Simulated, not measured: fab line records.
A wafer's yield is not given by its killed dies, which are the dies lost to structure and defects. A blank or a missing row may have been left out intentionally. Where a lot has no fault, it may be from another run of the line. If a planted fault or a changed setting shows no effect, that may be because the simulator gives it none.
fab line records    flow n5Finfet    part 1 of 2: steps 1 to 24 of 36
[record] lots = 5  wafers = 15  lastDay = 15
route steps=1938 shown BEOL_M5@1170 BEOL_M6@1194
lots that met no fault: taken from a fault-free run of the same line
startH: hours from the record's opening day to when the first of the lot's shown wafers began    waitH: hours since the lot's step before    " repeats the value in the row above    L1.1+2: several wafers, shown together as one row    - no value, or no start was given    * or withheld: withheld    < > ~ a bound
route shown NAME@n: names a module that has steps shown in the file, with the first one's number in the route    usual: mean/standard deviation of fault-free wafers    same: alike in all rows    chamber/n: place in a boat    sites: each site's reading    _std_site: how widely they spread, as a standard deviation    _edge_site: mean of outer sites minus mean of inner sites    radiusMm: how far each site lies from the wafer's centre    mask NAME#n: copy n    behind: the most recent tool/chamber to have shaped the wafer    hold: cause of the lot's hold/its duration in hours/its outcome    device: the transistor (n, p or np) that didn't switch    end of line: the route-end tests of the same wafers    a step given without rows: its recipe and nothing more    killed: the dies lost at the first sort to structure and to defects; this is not the yield of the wafer    map: dies across one wafer; x = killed, . = not, _ = none there
set.NAME: the run value of the setting; set.NAME@STEP: its run value at that earlier step    model.NAME: the simulator's own value behind a step, which no gauge read
a table for each step, a row for each wafer; lots at some steps of the route
services: a tool's chamber out of use, with start hour (startH, from the record's first day; less than 0 if before it), hours out, and reason
[[steps]]
[step N5_BEOL_M5_DEGAS_44]
[recipe] ambient = vacuum  tempC = 250  timeS = 60
[usual] heaterPowerW = 311/27
lot.wafer  tool           chamber  startH  waitH  heaterPowerW
L078.3     pvdSputter-03  -        199.11  0.2    304
L078.4     "              -        "       "      293
L078.6     "              -        "       "      311
L082.1     pvdSputter-01  -        221.82  0.3    353
L082.2     "              -        "       "      358
L082.5     "              -        "       "      342
L081.1     pvdSputter-03  -        222.43  0.3    310
L081.5     "              -        "       "      293
L081.6     "              -        "       "      299
L084.1     pvdSputter-01  -        232.46  1.2    345
L084.4     "              -        "       "      347
L084.5     "              -        "       "      346
L085.1     pvdSputter-03  -        248.13  0.5    300
L085.2     "              -        "       "      302
L085.4     "              -        "       "      285
[step N5_BEOL_M5_PRE_CLEAN_45]
[recipe] gas = H2/He  timeS = 30  tempC = 250
[usual] heaterPowerW = 311/28
lot.wafer  tool           chamber  startH  waitH  heaterPowerW
L078.3     pvdSputter-03  -        199.15  0.0    306
L078.4     "              -        "       "      307
L078.6     "              -        "       "      301
L082.1     pvdSputter-01  -        221.86  0.0    351
L082.2     "              -        "       "      360
L082.5     "              -        "       "      341
L081.1     pvdSputter-03  -        222.47  0.0    307
L081.5     "              -        "       "      295
L081.6     "              -        "       "      304
L084.1     pvdSputter-01  -        232.50  0.0    340
L084.4     "              -        "       "      345
L084.5     "              -        "       "      352
L085.1     pvdSputter-03  -        248.17  0.0    293
L085.2     "              -        "       "      306
L085.4     "              -        "       "      273
[step N5_BEOL_M5_ALD_86]
[recipe] material = TaN  targetThkA = *  tempC = 275  aldPrecursorFamily = PDMAT  aldCoReactant = NH3  pressureTorr = 3  carrierFlowSccm = 1500  pulseTimeS = 2  purgeTimeS = 3  coReactantPurgeTimeS = 2  coReactantPulseTimeS = 3  aldCycles = 30  precursorVesselTempC = 75  precursorVesselPressureTorr = 26.25  precursorVesselCarrierSccm = 1000
[usual] heaterPowerW = 400/46  precursorVesselCarrierSccm = 1000/3.1
[same] aldCycles = 30
lot.wafer  tool         chamber  startH  waitH  heaterPowerW  precursorVesselCarrierSccm
L078.3     aldMetal-04  2        199.21  0.0    437           1003
L078.4     "            1        "       "      346           996
L078.6     "            1        "       "      349           1003
L082.1     aldMetal-04  3        221.94  0.1    407           1004
L082.2     "            0        "       "      352           1003
L082.5     "            3        "       "      396           1001
L081.1     aldMetal-03  2        222.55  0.1    443           1002
L081.5     "            0        "       "      459           1001
L081.6     "            1        "       "      398           998
L084.1     aldMetal-04  3        232.69  0.2    413           993
L084.4     "            1        "       "      347           999
L084.5     "            3        "       "      407           994
L085.1     aldMetal-03  3        248.23  0.0    373           998
L085.2     "            2        "       "      423           995
L085.4     "            1        "       "      400           995
[step N5_BEOL_M5_SURFACE_TREAT_87]
[recipe] gas = Ar  timeS = *  ionEnergyEv = *  ionCurrentMaCm2 = 0.5  pressureMtorr = *  arFlowSccm = 30
[usual] arFlowSccm = 30.01/0.091  throttleValvePct = *
lot.wafer  tool           chamber  startH  waitH  arFlowSccm  throttleValvePct
L078.3     pvdSputter-03  -        199.51  0.2    30.00       *
L078.4     "              -        "       "      30.02       *
L078.6     "              -        "       "      30.05       *
L082.1     pvdSputter-03  -        222.29  0.3    29.95       *
L082.2     "              -        "       "      30.14       *
L082.5     "              -        "       "      30.03       *
L081.1     pvdSputter-02  -        223.16  0.5    29.87       *
L081.5     "              -        "       "      29.96       *
L081.6     "              -        "       "      29.86       *
L084.1     pvdSputter-01  -        233.00  0.2    29.92       *
L084.4     "              -        "       "      30.12       *
L084.5     "              -        "       "      30.02       *
L085.1     pvdSputter-01  -        248.61  0.3    29.99       *
L085.2     "              -        "       "      29.98       *
L085.4     "              -        "       "      29.99       *
[step N5_BEOL_M5_CVD_47]
[recipe] material = Co  targetThkA = 30  tempC = withheld  precursor = CCTBA/H2  pressureTorr = 30  timeS = 216
lot.wafer   tool      chamber  startH  waitH
L078.3+4+6  cvdCo-02  0,2,1    199.73  0.2
L082.1+2+5  cvdCo-02  0,1,2    222.35  0.0
L081.1+5+6  cvdCo-02  2,2,0    223.22  0.0
L084.1+4+5  cvdCo-02  2,0,1    233.06  0.0
L085.1+2+4  cvdCo-02  1,2,1    248.72  0.1
[step N5_BEOL_M5_SPUTTER_48]
[recipe] material = Cu  targetThkA = 150  tempC = -20  chamberPressurePa = 0.07  powerW = withheld  timeS = 27.62
[usual] chuckSensorTempC = -15.8/0.51  throttleValvePct = 29.6/0.95
lot.wafer  tool           chamber  startH  waitH  chuckSensorTempC  throttleValvePct
L078.3     pvdSputter-03  -        199.97  0.2    -16.2             29.0
L078.4     "              -        "       "      -16.7             30.7
L078.6     "              -        "       "      -16.1             30.2
L082.1     pvdSputter-03  -        222.52  0.1    -16.1             30.5
L082.2     "              -        "       "      -16.7             30.5
L082.5     "              -        "       "      -15.9             30.5
L081.1     pvdSputter-02  -        223.46  0.2    -15.5             28.9
L081.5     "              -        "       "      -16.0             28.2
L081.6     "              -        "       "      -15.3             28.8
L084.1     pvdSputter-01  -        233.46  0.3    -15.9             29.9
L084.4     "              -        "       "      -16.0             29.0
L084.5     "              -        "       "      -16.0             29.3
L085.1     pvdSputter-02  -        248.92  0.1    -15.3             29.4
L085.2     "              -        "       "      -15.8             29.2
L085.4     "              -        "       "      -15.4             29.0
[step N5_BEOL_M5_ANNEAL_49]
[recipe] tempC = 400  timeS = 1800  ambient = vacuum
[usual] heaterPowerW = 792/63
lot.wafer  tool           chamber  startH  waitH  heaterPowerW
L078.3     pvdSputter-03  -        200.05  0.0    749
L078.4     "              -        "       "      790
L078.6     "              -        "       "      744
L082.1     pvdSputter-03  -        222.60  0.0    762
L082.2     "              -        "       "      761
L082.5     "              -        "       "      738
L081.1     pvdSputter-02  -        223.54  0.0    832
L081.5     "              -        "       "      711
L081.6     "              -        "       "      828
L084.1     pvdSputter-01  -        233.54  0.0    869
L084.4     "              -        "       "      871
L084.5     "              -        "       "      843
L085.1     pvdSputter-02  -        249.00  0.0    779
L085.2     "              -        "       "      835
L085.4     "              -        "       "      814
[step N5_BEOL_M5_SPUTTER_81]
[recipe] material = Cu  targetThkA = 150  tempC = -20  chamberPressurePa = 0.07  powerW = withheld  timeS = 27.62
[usual] chuckSensorTempC = -15.8/0.5  throttleValvePct = 29.6/0.94
lot.wafer  tool           chamber  startH  waitH  chuckSensorTempC  throttleValvePct
L078.3     pvdSputter-03  -        201.06  0.5    -16.1             29.2
L078.4     "              -        "       "      -16.6             30.7
L078.6     "              -        "       "      -16.1             30.5
L082.1     pvdSputter-03  -        223.61  0.5    -15.9             30.4
L082.2     "              -        "       "      -16.6             30.4
L082.5     "              -        "       "      -16.0             30.4
L081.1     pvdSputter-02  -        224.55  0.5    -15.2             29.0
L081.5     "              -        "       "      -16.0             28.2
L081.6     "              -        "       "      -15.5             29.1
L084.1     pvdSputter-01  -        234.55  0.5    -16.0             30.0
L084.4     "              -        "       "      -16.0             29.1
L084.5     "              -        "       "      -16.0             29.1
L085.1     pvdSputter-02  -        250.00  0.5    -15.1             29.6
L085.2     "              -        "       "      -15.8             29.6
L085.4     "              -        "       "      -15.4             28.9
[step N5_BEOL_M5_ANNEAL_82]
[recipe] tempC = 400  timeS = 1800  ambient = vacuum
[usual] heaterPowerW = 789/65
lot.wafer  tool           chamber  startH  waitH  heaterPowerW
L078.3     pvdSputter-03  -        201.14  0.0    752
L078.4     "              -        "       "      756
L078.6     "              -        "       "      729
L082.1     pvdSputter-03  -        223.69  0.0    725
L082.2     "              -        "       "      761
L082.5     "              -        "       "      729
L081.1     pvdSputter-02  -        224.63  0.0    833
L081.5     "              -        "       "      694
L081.6     "              -        "       "      835
L084.1     pvdSputter-01  -        234.63  0.0    864
L084.4     "              -        "       "      856
L084.5     "              -        "       "      835
L085.1     pvdSputter-02  -        250.08  0.0    784
L085.2     "              -        "       "      856
L085.4     "              -        "       "      826
[step N5_BEOL_M5_SPUTTER_83]
[recipe] material = Cu  targetThkA = 150  tempC = -20  chamberPressurePa = 0.07  powerW = withheld  timeS = 27.62
[usual] chuckSensorTempC = -15.8/0.5  throttleValvePct = 29.6/0.94
lot.wafer  tool           chamber  startH  waitH  chuckSensorTempC  throttleValvePct
L078.3     pvdSputter-03  -        202.14  0.5    -16.2             29.0
L078.4     "              -        "       "      -16.6             30.3
L078.6     "              -        "       "      -16.0             30.3
L082.1     pvdSputter-03  -        224.70  0.5    -16.0             30.1
L082.2     "              -        "       "      -16.8             30.3
L082.5     "              -        "       "      -16.1             30.5
L081.1     pvdSputter-02  -        225.63  0.5    -15.5             28.9
L081.5     "              -        "       "      -15.9             28.1
L081.6     "              -        "       "      -15.3             29.1
L084.1     pvdSputter-01  -        235.63  0.5    -15.9             30.0
L084.4     "              -        "       "      -16.0             29.2
L084.5     "              -        "       "      -16.0             29.0
L085.1     pvdSputter-02  -        251.09  0.5    -15.1             29.3
L085.2     "              -        "       "      -16.0             29.5
L085.4     "              -        "       "      -15.4             29.2
[step N5_BEOL_M5_ANNEAL_84]
[recipe] tempC = 400  timeS = 1800  ambient = vacuum
[usual] heaterPowerW = 788/64
lot.wafer  tool           chamber  startH  waitH  heaterPowerW
L078.3     pvdSputter-03  -        202.22  0.0    758
L078.4     "              -        "       "      768
L078.6     "              -        "       "      742
L082.1     pvdSputter-03  -        224.78  0.0    751
L082.2     "              -        "       "      765
L082.5     "              -        "       "      732
L081.1     pvdSputter-02  -        225.71  0.0    804
L081.5     "              -        "       "      699
L081.6     "              -        "       "      806
L084.1     pvdSputter-01  -        235.71  0.0    864
L084.4     "              -        "       "      859
L084.5     "              -        "       "      859
L085.1     pvdSputter-02  -        251.17  0.0    789
L085.2     "              -        "       "      836
L085.4     "              -        "       "      837
[step N5_BEOL_M5_SPUTTER_88]
[recipe] material = Cu  targetThkA = 150  tempC = -20  chamberPressurePa = 0.07  powerW = withheld  timeS = 27.62
[usual] chuckSensorTempC = -15.9/0.5  throttleValvePct = 29.6/0.96
lot.wafer  tool           chamber  startH  waitH  chuckSensorTempC  throttleValvePct
L078.3     pvdSputter-03  -        203.23  0.5    -16.1             29.1
L078.4     "              -        "       "      -16.7             30.4
L078.6     "              -        "       "      -16.3             30.5
L082.1     pvdSputter-03  -        225.78  0.5    -16.1             30.2
L082.2     "              -        "       "      -16.6             30.5
L082.5     "              -        "       "      -16.1             30.4
L081.1     pvdSputter-02  -        226.72  0.5    -15.4             28.9
L081.5     "              -        "       "      -16.1             28.2
L081.6     "              -        "       "      -15.6             28.9
L084.1     pvdSputter-01  -        236.72  0.5    -16.0             30.1
L084.4     "              -        "       "      -16.1             29.2
L084.5     "              -        "       "      -16.1             29.1
L085.1     pvdSputter-02  -        252.18  0.5    -15.3             29.3
L085.2     "              -        "       "      -16.0             29.3
L085.4     "              -        "       "      -15.5             28.9
[step N5_BEOL_M5_ANNEAL_89]
[recipe] tempC = 400  timeS = 1800  ambient = vacuum
[usual] heaterPowerW = 790/64
lot.wafer  tool           chamber  startH  waitH  heaterPowerW
L078.3     pvdSputter-03  -        203.31  0.0    746
L078.4     "              -        "       "      776
L078.6     "              -        "       "      748
L082.1     pvdSputter-03  -        225.86  0.0    747
L082.2     "              -        "       "      746
L082.5     "              -        "       "      760
L081.1     pvdSputter-02  -        226.80  0.0    822
L081.5     "              -        "       "      705
L081.6     "              -        "       "      847
L084.1     pvdSputter-01  -        236.80  0.0    847
L084.4     "              -        "       "      855
L084.5     "              -        "       "      877
L085.1     pvdSputter-02  -        252.26  0.0    781
L085.2     "              -        "       "      858
L085.4     "              -        "       "      830
[step N5_BEOL_M5_SPUTTER_90]
[recipe] material = Cu  targetThkA = 45  tempC = -20  chamberPressurePa = 0.07  powerW = withheld  timeS = 8.29
[usual] chuckSensorTempC = -15.9/0.5  throttleValvePct = 29.6/0.95
lot.wafer  tool           chamber  startH  waitH  chuckSensorTempC  throttleValvePct
L078.3     pvdSputter-03  -        204.32  0.5    -16.2             28.9
L078.4     "              -        "       "      -16.5             30.5
L078.6     "              -        "       "      -15.9             30.4
L082.1     pvdSputter-03  -        226.87  0.5    -16.2             30.3
L082.2     "              -        "       "      -16.7             30.5
L082.5     "              -        "       "      -16.1             30.4
L081.1     pvdSputter-02  -        227.81  0.5    -15.5             29.0
L081.5     "              -        "       "      -16.0             28.3
L081.6     "              -        "       "      -15.5             29.3
L084.1     pvdSputter-01  -        237.81  0.5    -16.0             29.7
L084.4     "              -        "       "      -16.0             29.1
L084.5     "              -        "       "      -16.2             28.8
L085.1     pvdSputter-02  -        253.26  0.5    -15.3             29.6
L085.2     "              -        "       "      -15.8             29.7
L085.4     "              -        "       "      -15.4             29.1
[step N5_BEOL_M5_ECD_50]
[recipe] material = Cu  targetThkA = 3000
lot.wafer   tool      chamber  startH  waitH
L078.3+4+6  ecdCu-02  0,1,1    204.45  0.1
L082.1+2+5  ecdCu-02  1,0,1    226.99  0.1
L081.1+5+6  ecdCu-02  1,1,0    227.94  0.1
L084.1+4+5  ecdCu-02  1,0,0    237.92  0.1
L085.1+2+4  ecdCu-01  1,0,1    253.38  0.1
[step N5_BEOL_M5_ANNEAL_51]
[recipe] tempC = 225  timeS = 90  ambient = N2
[usual] wafer_temp_C_max = 225.56/0.19
lot.wafer  tool          chamber  startH  waitH  wafer_temp_C_max
L078.3     rtpAnneal-01  0        204.61  0.1    225.73
L078.4     "             0        "       "      225.60
L078.6     "             0        "       "      225.80
L082.1     rtpAnneal-01  0        227.07  0.1    225.37
L082.2     "             0        "       "      225.74
L082.5     "             0        "       "      225.08
L081.1     rtpAnneal-01  0        228.02  0.1    225.57
L081.5     "             0        "       "      225.53
L081.6     "             0        "       "      225.84
L084.1     rtpAnneal-01  0        238.01  0.1    225.66
L084.4     "             0        "       "      225.41
L084.5     "             0        "       "      225.89
L085.1     rtpAnneal-02  0        253.47  0.1    225.40
L085.2     "             0        "       "      225.74
L085.4     "             0        "       "      225.63
[step N5_BEOL_M5_CMP_52]
[recipe] stopOn = SiCOH_lowk  tOverpolishS = 6.9  downForcePsi = 1  platenRpm = 50  clearingPlatenDownForcePsi = 1.5  clearingPlatenRpm = 50  postCmpClean = cuAlkaline  targetThkNm = 62  clearingPlatenPadVelocityMS = 0.99484  padVelocityMS = 0.99484
[usual] barrierFieldEndpointS = 24.5/0.74  motorCurrentA = 6.1/0.49  overpolishRunS = 6.900/0.0084  slurryFilterDpKPa = 13.49/0.13  timeToEndpointS = 62.0/3
lot.wafer  tool    chamber  startH  waitH  barrierFieldEndpointS  motorCurrentA  overpolishRunS  slurryFilterDpKPa  timeToEndpointS
L078.4     cmp-01  0        204.89  0.2    25.5                   5.7            6.904           13.41              67.1
L078.3     "       1        "       "      25.0                   6.0            6.887           13.55              64.1
L078.6     "       3        "       "      25.8                   6.1            6.907           13.43              66.2
L082.1     cmp-01  0        227.37  0.3    25.8                   6.0            6.887           13.53              67.9
L082.2     "       2        "       "      24.4                   5.3            6.893           13.49              62.4
L082.5     "       0        "       "      25.3                   6.0            6.901           13.38              66.1
L081.1     cmp-02  0        228.36  0.3    25.0                   6.6            6.903           13.56              66.0
L081.5     "       3        "       "      24.8                   6.5            6.896           13.59              67.8
L081.6     "       0        "       "      25.5                   6.7            6.897           13.47              64.2
L084.1     cmp-01  1        238.34  0.3    23.7                   5.8            6.882           13.56              60.1
L084.4     "       2        "       "      25.1                   5.1            6.902           13.74              63.1
L084.5     "       1        "       "      23.9                   6.1            6.885           13.26              58.2
L085.4     cmp-02  0        253.76  0.1    25.1                   6.4            6.907           13.38              63.3
L085.1     "       1        "       "      24.9                   6.5            6.889           13.64              65.7
L085.2     "       2        "       "      24.7                   5.4            6.904           13.33              62.2
[step N5_BEOL_M5_THK_MEAS_53]
[recipe] thkMeasGauge = xrf  reads = Cu_of_BEOL_M5_ECD_50
[usual] M5_THK = 61.8/1.9
lot.wafer  tool          chamber  startH  waitH  M5_THK[nm]
L078.3     filmMetro-01  -        205.11  -      63.1
L078.4     "             -        "       "      65.8
L078.6     "             -        "       "      61.6
L082.1     filmMetro-01  -        227.66  -      66.1
L082.2     "             -        "       "      65.0
L082.5     "             -        "       "      63.7
L081.1     filmMetro-02  -        228.62  -      63.6
L081.5     "             -        "       "      60.0
L081.6     "             -        "       "      63.6
L084.1     filmMetro-02  -        238.60  -      58.7
L084.4     "             -        "       "      63.7
L084.5     "             -        "       "      63.7
L085.1     filmMetro-02  -        254.06  -      61.6
L085.2     "             -        "       "      60.4
L085.4     "             -        "       "      60.1
[step N5_BEOL_M5_PRE_CLEAN_77]
[recipe] gas = NH3/H2  timeS = 15  tempC = *  rfPowerW = 300
[usual] heaterPowerW = 76/14
lot.wafer  tool      chamber  startH  waitH  heaterPowerW
L078.3     cvdCo-02  1        205.25  0.1    54
L078.4     "         0        "       "      74
L078.6     "         1        "       "      55
L082.1     cvdCo-02  1        227.70  0.0    56
L082.2     "         0        "       "      74
L082.5     "         1        "       "      54
L081.1     cvdCo-02  0        228.66  0.0    75
L081.5     "         1        "       "      55
L081.6     "         2        "       "      84
L084.1     cvdCo-02  2        238.64  0.0    85
L084.4     "         1        "       "      55
L084.5     "         2        "       "      83
L085.1     cvdCo-01  2        254.09  0.0    69
L085.2     "         1        "       "      91
L085.4     "         0        "       "      95
[step N5_BEOL_M5_CO_CAP_78]
[recipe] material = Co  targetThkA = 20  tempC = 200  precursor = CCTBA/H2  pressureTorr = 30  timeS = 102.1
[usual] heaterPowerW = 225/18
lot.wafer  tool      chamber  startH  waitH  heaterPowerW
L078.3     cvdCo-02  1        205.29  0.0    202
L078.4     "         0        "       "      223
L078.6     "         1        "       "      195
L082.1     cvdCo-02  1        227.74  0.0    194
L082.2     "         0        "       "      220
L082.5     "         1        "       "      198
L081.1     cvdCo-02  0        228.70  0.0    219
L081.5     "         1        "       "      202
L081.6     "         2        "       "      231
L084.1     cvdCo-02  2        238.68  0.0    231
L084.4     "         1        "       "      201
L084.5     "         2        "       "      229
L085.1     cvdCo-01  2        254.13  0.0    216
L085.2     "         1        "       "      243
L085.4     "         0        "       "      252
[step N5_BEOL_M5_PRE_CLEAN_55]
[recipe] gas = NH3  timeS = 15  tempC = withheld  rfPowerW = 300
lot.wafer   tool      chamber  startH  waitH
L078.3+4+6  pecvd-04  1,0,0    205.40  0.1
L082.1+2+5  pecvd-01  0,2,0    227.83  0.1
L081.1+5+6  pecvd-04  0,1,0    228.79  0.1
L084.1+4+5  pecvd-04  1,2,1    238.77  0.1
L085.1+2+4  pecvd-04  2,1,0    254.22  0.1
[step N5_BEOL_M5_DEP_56]
[recipe] material = SiCN  targetThkA = 80  tempC = withheld  precursor = 3MS/NH3  pressureTorr = 3  rfW = 202  timeS = 14
[usual] showerheadPlenumPTorr = 3.662/0.0073  showerheadVppV = 869/37  throttleValvePct = 9.0/0.4
lot.wafer  tool      chamber  startH  waitH  showerheadPlenumPTorr  showerheadVppV  throttleValvePct
L078.3     pecvd-04  1        205.44  0.0    3.656                  818             9.0
L078.4     "         0        "       "      3.651                  876             9.3
L078.6     "         0        "       "      3.660                  878             9.3
L082.1     pecvd-01  0        227.86  0.0    3.677                  871             9.5
L082.2     "         2        "       "      3.663                  899             8.4
L082.5     "         0        "       "      3.674                  894             9.6
L081.1     pecvd-04  0        228.82  0.0    3.658                  871             9.2
L081.5     "         1        "       "      3.667                  797             9.0
L081.6     "         0        "       "      3.655                  871             9.3
L084.1     pecvd-04  1        238.79  0.0    3.657                  832             9.3
L084.4     "         2        "       "      3.654                  813             8.6
L084.5     "         1        "       "      3.658                  826             8.6
L085.1     pecvd-04  2        254.25  0.0    3.648                  809             8.3
L085.2     "         1        "       "      3.670                  816             9.0
L085.4     "         0        "       "      3.664                  870             9.2
[step N5_BEOL_M5_RS_MEAS_57]
[recipe] thkMeasGauge = four-point-probe  reads = Co_of_BEOL_M5_CO_CAP_78+Cu_of_BEOL_M5_ECD_50+Co_of_BEOL_M5_CVD_47+TaN_of_BEOL_M5_ALD_86
[usual] M5_RS = 0.388/0.013
lot.wafer  tool          chamber  startH  waitH  M5_RS[ohm/sq]
L078.3     filmMetro-02  -        205.51  0.1    0.381
L078.4     "             -        "       "      0.364
L078.6     "             -        "       "      0.393
L082.1     filmMetro-01  -        227.92  0.0    0.357
L082.2     "             -        "       "      0.367
L082.5     "             -        "       "      0.373
L081.1     filmMetro-01  -        228.91  0.1    0.368
L081.5     "             -        "       "      0.392
L081.6     "             -        "       "      0.366
L084.1     filmMetro-02  -        238.86  0.0    0.415
L084.4     "             -        "       "      0.374
L084.5     "             -        "       "      0.373
L085.1     filmMetro-01  -        254.32  0.0    0.387
L085.2     "             -        "       "      0.394
L085.4     "             -        "       "      0.397
[step N5_BEOL_M5_INSPECT_58]
[recipe] inspectInstrument = darkfield  mode = postDep
[usual] rawDefectCount = 70/22
lot.wafer  tool              chamber  startH  waitH  rawDefectCount
L078.3     defectInspect-02  -        205.53  0.0    47
L078.4     "                 -        "       "      64
L078.6     "                 -        "       "      68
L082.1     defectInspect-02  -        227.96  0.0    63
L082.2     "                 -        "       "      65
L082.5     "                 -        "       "      58
L081.1     defectInspect-02  -        228.93  0.0    60
L081.5     "                 -        "       "      85
L081.6     "                 -        "       "      80
L084.1     defectInspect-02  -        238.89  0.0    63
L084.4     "                 -        "       "      67
L084.5     "                 -        "       "      67
L085.1     defectInspect-02  -        254.34  0.0    40
L085.2     "                 -        "       "      37
L085.4     "                 -        "       "      76
